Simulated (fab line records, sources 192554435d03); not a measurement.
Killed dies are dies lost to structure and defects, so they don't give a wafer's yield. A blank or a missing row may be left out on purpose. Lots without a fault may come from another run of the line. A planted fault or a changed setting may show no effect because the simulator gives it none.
fab line records | flow n5_finfet
record lots=6 wafers=18 last_day=18
route steps=1938 shown ZERO_LAYER@3 BEOL_M4@1111
lots that met no fault: from a run of the same line without faults
start_h: hours from the record's first day to the start of the lot's first wafer shown | wait_h: hours since the lot's step before | " the same as in the row above | L1.1+2: a row that stands for several wafers | - no value, or no start given | * or withheld: withheld | < > ~ a bound
route shown NAME@n: a module of which the file shows steps, and the number in the route of the first | usual: mean/standard deviation of fault-free wafers | same: alike in all rows | chamber/n: place in a boat | sites: the reading at each site | _std_site: their standard deviation | _edge_site: outer sites' mean less inner sites' | radius_mm: how far each site lies from the wafer's centre | mask NAME#n: copy n | behind: the tool/chamber that last shaped the wafer | hold: why the lot was held/for how many hours/how that ended | device: the transistor (n, p or np) that didn't switch | end of line: the same wafers' tests at the end of the route | a step without rows: its recipe alone | killed: dies lost to structure and defects at the first sort, not the wafer's yield | map: a wafer's dies, x killed, . not, _ none there
set.NAME: the setting as run; set.NAME@STEP: as run at that earlier step | model.NAME: the simulator's own value behind a step, which no gauge read
lots at some steps of the route; a table a step, a row a wafer
services: from which hour (start_h, from the record's first day; less than 0 if before it) a tool's chamber was out of use, for how many hours, and why
## steps
# step N5_ZERO_LAYER_SRD_01
# recipe time_s=30 temp_c=23 rinse_liquid=diw dry=n2_spin spin_rpm=1500 dry_time_s=30
# step N5_ZERO_LAYER_PECVD_02
# recipe material=SiO2 target_thk_a=100 temp_c=400 precursor=SiH4/N2O pressure_torr=0.75 rf_w=275 time_s=6
# usual heater_power_w=852/110 showerhead_plenum_p_Torr=8.13/0.14 susceptor_temp_C=400.01/0.22
# columns lot.wafer tool chamber start_h wait_h heater_power_w showerhead_plenum_p_Torr susceptor_temp_C
L658.3 pecvd-02 0 30.31 0.1 828 8.21 400.37
L658.5 " 0 " " 813 8.20 400.10
L658.6 " 1 " " 1027 8.34 399.90
L660.2 pecvd-02 1 42.31 0.1 924 8.34 399.80
L660.4 " 1 " " 908 8.31 399.67
L660.6 " 1 " " 949 8.32 399.56
L666.1 pecvd-01 2 78.29 0.0 911 8.25 400.20
L666.3 " 0 " " 798 8.07 400.07
L666.4 " 0 " " 808 8.09 400.03
L668.1 pecvd-01 0 90.28 0.0 766 8.08 400.06
L668.3 " 1 " " 619 7.93 400.22
L668.5 " 0 " " 777 8.09 399.45
L674.2 pecvd-02 2 126.28 0.0 970 8.10 400.14
L674.5 " 2 " " 938 8.09 399.84
L674.6 " 0 " " 786 8.19 399.72
L678.2 pecvd-04 1 150.28 0.0 846 8.00 400.05
L678.3 " 0 " " 1036 8.10 400.10
L678.5 " 1 " " 849 8.03 400.24
# step N5_ZERO_LAYER_HMDS_04
# recipe time_s=60 temp_c=120
# step N5_ZERO_LAYER_COAT_05
# recipe spin_rpm=1500 resist_thk_nm=1000
# step N5_ZERO_LAYER_EBR_07
# recipe solvent=PGMEA ebr_width_mm=1.5
# step N5_ZERO_LAYER_SOFTBAKE_06
# recipe temp_c=100 time_s=90
# step N5_ZERO_LAYER_EXPOSE_08
# recipe mask_id=ZERO na=0.55 source_shape=conventional sigma_outer=0.8 polarization=unpolarized defocus_nm=0 target_cd_nm=2000 dose_mj=16.2
# step N5_ZERO_LAYER_PEB_09
# recipe peb_temp_c=withheld peb_time_s=*
# step N5_ZERO_LAYER_DEVELOP_10
# recipe develop_time_s=60 rinse_liquid=diw dry=air_spin dev_temp_c=21
# step N5_ZERO_LAYER_HARDBAKE_23
# recipe temp_c=130 time_s=120
# step N5_ZERO_LAYER_CD_MEAS_11
# recipe target_cd_nm=2000 landing_energy_ev=500 detector=se_inlens
# usual cd_nm=2000.7/1.9
# same landing_energy_ev=500
# columns lot.wafer tool chamber start_h wait_h cd_nm
L658.3 cd_sem-02 0 30.67 - 2003.3
L658.5 " 0 " " 2000.8
L658.6 " 0 " " 2000.5
L660.2 cd_sem-03 0 42.87 - 2001.9
L660.4 " 0 " " 2001.1
L660.6 " 0 " " 2002.3
L666.1 cd_sem-02 0 78.77 - 1995.5
L666.3 " 0 " " 1999.6
L666.4 " 0 " " 1998.9
L668.1 cd_sem-03 0 90.77 - 2002.6
L668.3 " 0 " " 2001.3
L668.5 " 0 " " 2001.9
L674.2 cd_sem-02 0 126.64 - 2000.0
L674.5 " 0 " " 2001.9
L674.6 " 0 " " 2000.4
L678.2 cd_sem-01 0 150.64 - 2000.7
L678.3 " 0 " " 1998.7
L678.5 " 0 " " 2002.9
# step N5_ZERO_LAYER_DESCUM_16
# recipe chemistry=O2 time_s=7.9 source_power_w=50 bias_power_w=20 pressure_mtorr=20 rf_frequency_hz=2.712e+07 temp_c=40 o2_flow_sccm=225
# usual drypump_motor_current_A=5.8/0.45 oes_product_au=0.79/0.074 rf_vpp_V=243.8/1.3 showerhead_plenum_p_Torr=2.13/0.067 throttle_valve_pct=20.4/0.31
# columns lot.wafer tool chamber start_h wait_h drypump_motor_current_A oes_product_au rf_hours_counter_h rf_vpp_V showerhead_plenum_p_Torr throttle_valve_pct
L658.3 rie_diel-02 2 30.70 0.0 6.6 0.70 239 244.3 2.14 20.1
L658.5 " 2 " " 6.6 0.71 - 244.2 2.13 20.1
L658.6 " 0 " " 5.1 0.74 - 245.0 2.08 20.7
L660.2 rie_diel-04 0 43.35 0.5 5.6 0.75 141 243.6 2.09 20.7
L660.4 " 3 " " 5.7 0.72 208 245.3 2.17 20.3
L660.6 " 1 " " 6.3 0.77 - 243.8 2.18 20.0
L666.1 rie_diel-04 2 79.07 0.3 5.7 0.76 121 245.2 2.20 20.8
L666.3 " 3 " " 5.7 0.71 220 244.8 2.17 20.3
L666.4 " 0 " " 5.6 0.75 152 242.4 2.09 20.7
L668.1 rie_diel-04 1 90.81 0.0 6.3 0.75 162 244.1 2.17 20.0
L668.3 " 0 " " 5.6 0.75 155 242.0 2.09 20.8
L668.5 " 2 " " 5.7 0.76 - 244.2 2.20 20.8
L674.2 rie_diel-03 2 126.77 0.1 5.0 0.82 87 243.3 2.12 20.6
L674.5 " 3 " " 5.6 0.91 - 246.3 2.23 20.2
L674.6 " 2 " " 5.0 0.83 - 244.6 2.12 20.6
L678.2 rie_diel-02 1 150.68 0.0 5.4 0.85 53 244.0 2.10 19.9
L678.3 " 2 " " 6.6 0.94 12 243.2 2.12 19.7
L678.5 " 3 " " 6.6 0.93 - 245.6 2.22 20.2
# step N5_ZERO_LAYER_ETCH_17
# recipe chemistry=CF4 target=SiO2 target_depth_a=120 time_s=13.3 ion_energy_ev=350 pressure_mtorr=40 source_w=450 bias_w=215 Ar_flow_sccm=100 cf4_flow_sccm=100
# usual drypump_motor_current_A=5.8/0.45 oes_product_au=0.78/0.076 rf_vpp_V=951/4.1 showerhead_plenum_p_Torr=2.17/0.063 throttle_valve_pct=15.62/0.25
# columns lot.wafer tool chamber start_h wait_h drypump_motor_current_A oes_product_au rf_hours_counter_h rf_vpp_V showerhead_plenum_p_Torr throttle_valve_pct model.etch.depth_nm
L658.3 rie_diel-02 2 30.74 0.0 6.6 0.70 239 952 2.21 15.54 11.83
L658.5 " 2 " " 6.6 0.70 - 953 2.20 15.54 11.83
L658.6 " 0 " " 5.1 0.75 - 949 2.13 15.86 12.19
L660.2 rie_diel-04 0 43.39 0.0 5.6 0.76 141 949 2.14 15.90 12.05
L660.4 " 3 " " 5.7 0.74 208 953 2.20 15.44 12.3
L660.6 " 1 " " 6.3 0.77 - 953 2.23 15.35 11.81
L666.1 rie_diel-04 2 79.11 0.0 5.7 0.59 121 956 2.24 15.90 7.65
L666.3 " 3 " " 5.8 0.72 220 954 2.20 15.48 12.1
L666.4 " 0 " " 5.6 0.74 152 948 2.14 15.92 11.8
L668.1 rie_diel-04 1 90.85 0.0 6.3 0.75 162 954 2.22 15.36 11.71
L668.3 " 0 " " 5.6 0.74 155 949 2.14 15.95 11.84
L668.5 " 2 " " 5.7 0.59 - 956 2.24 15.94 7.739
L674.2 rie_diel-03 2 126.80 0.0 5.0 0.81 87 952 2.16 15.74 11.6
L674.5 " 3 " " 5.6 0.93 - 958 2.28 15.30 12.01
L674.6 " 2 " " 5.0 0.81 - 950 2.16 15.74 11.64
L678.2 rie_diel-02 1 150.71 0.0 5.4 0.86 53 950 2.17 15.25 12.23
L678.3 " 2 " " 6.6 0.93 12 952 2.19 15.10 12.16
L678.5 " 3 " " 6.5 0.94 - 957 2.27 15.47 12.24
# step N5_ZERO_LAYER_ETCH_18
# recipe chemistry=HBr/Cl2 target=Si target_depth_a=1200 time_s=40 pressure_mtorr=10 icp_w=800 bias_w=75 HBr_flow_sccm=150 Cl2_flow_sccm=80
# usual drypump_motor_current_A=5.7/0.39 oes_product_au=1.010/0.017 throttle_valve_pct=36.4/0.31
# columns lot.wafer tool chamber start_h wait_h drypump_motor_current_A oes_product_au rf_hours_counter_h throttle_valve_pct
L658.3 rie_si-06 1 30.81 0.0 5.9 1.007 90 36.3
L658.5 " 2 " " 5.6 1.006 - 35.9
L658.6 " 1 " " 6.0 1.005 - 36.3
L660.2 rie_si-06 2 43.46 0.0 5.6 1.002 121 35.9
L660.4 " 1 " " 5.9 0.997 91 36.3
L660.6 " 3 " " 5.7 1.023 - 37.0
L666.1 rie_si-04 3 79.18 0.0 6.2 1.019 35 36.4
L666.3 " 2 " " 5.1 1.034 7 36.2
L666.4 " 1 " " 5.2 0.992 194 36.0
L668.1 rie_si-04 2 90.92 0.0 5.1 1.035 8 36.2
L668.3 " 3 " " 6.3 1.009 35 36.4
L668.5 " 3 " " 6.2 1.014 - 36.4
L674.2 rie_si-04 3 126.88 0.0 6.2 1.018 36 36.4
L674.5 " 0 " " 5.9 1.031 - 36.4
L674.6 " 3 " " 6.2 1.018 - 36.4
L678.2 rie_si-04 0 150.79 0.0 5.9 1.021 118 36.4
L678.3 " 3 " " 6.2 1.020 37 36.4
L678.5 " 3 " " 6.3 1.012 - 36.4
# step N5_BEOL_M4_RC_MEAS_101
# usual DIBL_N=35.9/1.4 DIBL_P=35.9/1.7 IOFF_N=0.160/0.026 IOFF_P=0.21/0.036 ION_N=672/11 ION_P=461/8.1 SS_N=71.4/0.54 SS_P=73.2/0.67 VT_N=249.3/2.7 VT_P=-250/3.9
# columns lot.wafer tool chamber start_h wait_h DIBL_N[mV/V] DIBL_P[mV/V] IOFF_N[nA/um] IOFF_P[nA/um] ION_N[uA/um] ION_P[uA/um] SS_N[mV/dec] SS_P[mV/dec] VT_N[mV] VT_P[mV]
L658.3 prober-02 0 197.11 0.3 36.4 35.4 0.161 0.20 663 454 71.0 73.6 249.6 -252
L658.5 " 0 " " 35.9 35.5 0.162 0.21 674 462 71.0 72.9 250.4 -249
L658.6 " 0 " " 38.1 37.9 0.191 0.25 671 463 72.0 74.1 246.7 -246
L660.2 prober-01 0 206.68 0.2 37.3 36.4 0.173 0.21 675 459 72.2 73.3 249.2 -253
L660.4 " 0 " " 37.3 36.9 0.181 0.22 679 463 72.2 73.5 247.8 -251
L660.6 " 0 " " 35.6 33.8 0.142 0.17 659 450 71.8 73.5 253.4 -256
L666.1 prober-01 0 232.06 0.0 35.1 35.2 0.136 0.16 659 451 71.1 73.5 253.4 -254
L666.3 " 0 " " 34.4 34.3 0.121 0.16 644 442 71.2 72.7 253.6 -257
L666.4 " 0 " " 35.5 35.0 0.142 0.17 665 451 70.7 73.6 251.3 -255
L668.1 prober-01 0 250.32 0.0 37.1 36.1 0.182 0.25 678 466 71.1 74.1 247.4 -245
L668.3 " 0 " " 38.1 37.9 0.199 0.26 676 465 72.3 74.0 247.2 -247
L668.5 " 0 " " 36.6 36.7 0.176 0.25 686 471 71.2 73.4 247.0 -246
L674.2 prober-01 0 288.54 0.2 36.4 36.7 0.167 0.25 660 463 72.0 73.4 248.3 -246
L674.5 " 0 " " 35.1 35.9 0.154 0.23 675 472 71.9 73.7 248.9 -247
L674.6 " 0 " " 33.6 32.9 0.123 0.20 657 461 71.4 72.8 251.9 -250
L678.2 prober-02 0 316.42 0.2 39.0 40.0 0.214 0.25 680 464 72.3 74.7 247.5 -248
L678.3 " 0 " " 38.4 39.7 0.194 0.24 668 459 71.7 74.4 249.7 -250
L678.5 " 0 " " 35.8 36.9 0.151 0.19 663 456 71.6 73.2 252.8 -254
## services
# columns tool chamber start_h hours kind
pecvd-01 1 15.16 2.1 scheduled_down
rie_diel-02 1 20.97 6.6 repair
pecvd-02 2 21.12 - clean
pecvd-02 2 21.12 - consumable_replace:showerhead
pecvd-02 2 21.12 29.0 scheduled_down
pecvd-02 2 21.12 29.0 vent_cycle
rie_diel-02 3 25.41 6.7 repair
pecvd-02 0 40.86 2.1 scheduled_down
rie_diel-03 3 46.62 - clean
rie_diel-02 3 58.62 - clean
rie_diel-02 3 58.62 - consumable_replace:focus_ring
rie_diel-02 3 58.62 - consumable_replace:showerhead
rie_diel-02 3 58.62 28.6 scheduled_down
rie_diel-02 3 58.62 28.6 vent_cycle
rie_diel-02 2 87.28 - clean
rie_diel-02 2 87.28 - consumable_replace:focus_ring
rie_diel-02 2 87.28 19.8 scheduled_down
rie_diel-02 2 87.28 19.8 vent_cycle
pecvd-02 2 94.85 5.5 scheduled_down
rie_si-04 3 142.13 1.4 repair
rie_si-04 1 146.47 - clean
rie_si-04 1 146.47 18.4 scheduled_down
rie_si-04 1 146.47 18.4 vent_cycle
pecvd-02 - 149.20 1.5 repair
## key
first_sign step=N5_ZERO_LAYER_ETCH_17 reading=oes_product_au direction=down sigmas=2.6 usual=0.78 struck=0.59
effect none on later readings
model_effect step=N5_ZERO_LAYER_ETCH_17 value=etch.depth_nm without=12.13 struck=7.695
met_at N5_ZERO_LAYER_ETCH_17
struck_wafers L666.1,L668.5
fault kind=process_parameter_drift tool=rie_diel-04 chamber=2 onset_h=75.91 steps=N5_ZERO_LAYER_ETCH_17 channel=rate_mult offset=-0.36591 shape=step end_h=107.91
